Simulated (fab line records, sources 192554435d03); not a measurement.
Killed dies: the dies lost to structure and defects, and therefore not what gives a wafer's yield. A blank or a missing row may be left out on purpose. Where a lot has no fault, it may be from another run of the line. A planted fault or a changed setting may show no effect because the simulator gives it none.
Matching of chambers / flow n5Finfet / N5_BEOL_M0_CMP_120 on cmp-02 has 4 sister chambers
The step polishes, stops on SiOC, t overpolish 6.9 s. 4 wafers are shown with their chamber, then 12 later ones without.

== WAFERS PAIRED WITH THEIR CHAMBERS ==
wafer=L092.2; chamber=1; motorCurrentA (A)=6.7
wafer=L092.5; chamber=0; motorCurrentA (A)=5.8
wafer=L093.5; chamber=2; motorCurrentA (A)=5.9
wafer=L093.6; chamber=3; motorCurrentA (A)=6.1

== WAFERS WHOSE CHAMBER IS MISSING ==
wafer=L094.2; motorCurrentA (A)=6.1
wafer=L094.3; motorCurrentA (A)=6.8
wafer=L094.5; motorCurrentA (A)=5.5
wafer=L095.1; motorCurrentA (A)=6.2
wafer=L095.4; motorCurrentA (A)=6.0
wafer=L095.6; motorCurrentA (A)=6.2
wafer=L097.3; motorCurrentA (A)=5.5
wafer=L097.5; motorCurrentA (A)=5.9
wafer=L097.6; motorCurrentA (A)=6.8
wafer=L091.3; motorCurrentA (A)=5.8
wafer=L091.4; motorCurrentA (A)=6.1
wafer=L091.5; motorCurrentA (A)=6.0

== CHAMBER TAKEN BY EACH ==
wafer=L094.2; from the rows above=can't be placed: 3 or 2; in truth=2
wafer=L094.3; from the rows above=1; in truth=1
wafer=L094.5; from the rows above=can't be placed: 0 or 2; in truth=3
wafer=L095.1; from the rows above=can't be placed: 3 or 2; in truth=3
wafer=L095.4; from the rows above=can't be placed: 2 or 3 or 0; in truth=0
wafer=L095.6; from the rows above=can't be placed: 3 or 2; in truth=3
wafer=L097.3; from the rows above=can't be placed: 0 or 2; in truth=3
wafer=L097.5; from the rows above=can't be placed: 2 or 0 or 3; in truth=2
wafer=L097.6; from the rows above=1; in truth=1
wafer=L091.3; from the rows above=can't be placed: 0 or 2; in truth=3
wafer=L091.4; from the rows above=can't be placed: 3 or 2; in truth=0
wafer=L091.5; from the rows above=can't be placed: 2 or 3 or 0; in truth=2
Correct placement for 2 of the 12. From these rows, 10 cannot be placed; in 6 the true chamber is one of the candidates. 0 placed wrongly.
How it was worked out, from the rows above alone: a wafer's distance from a chamber is the root of the sum, over the readings, of the square of ((its reading less the chamber's mean) divided by the reading's scatter). The wafer belongs to the nearest chamber; if the next one is less than 2 further off, it can't be placed. A chamber's mean is the mean of its shown wafers. The scatter (one wafer shown for each chamber): square how far every hidden wafer sits from the nearest shown wafer, average those squares and take the square root.
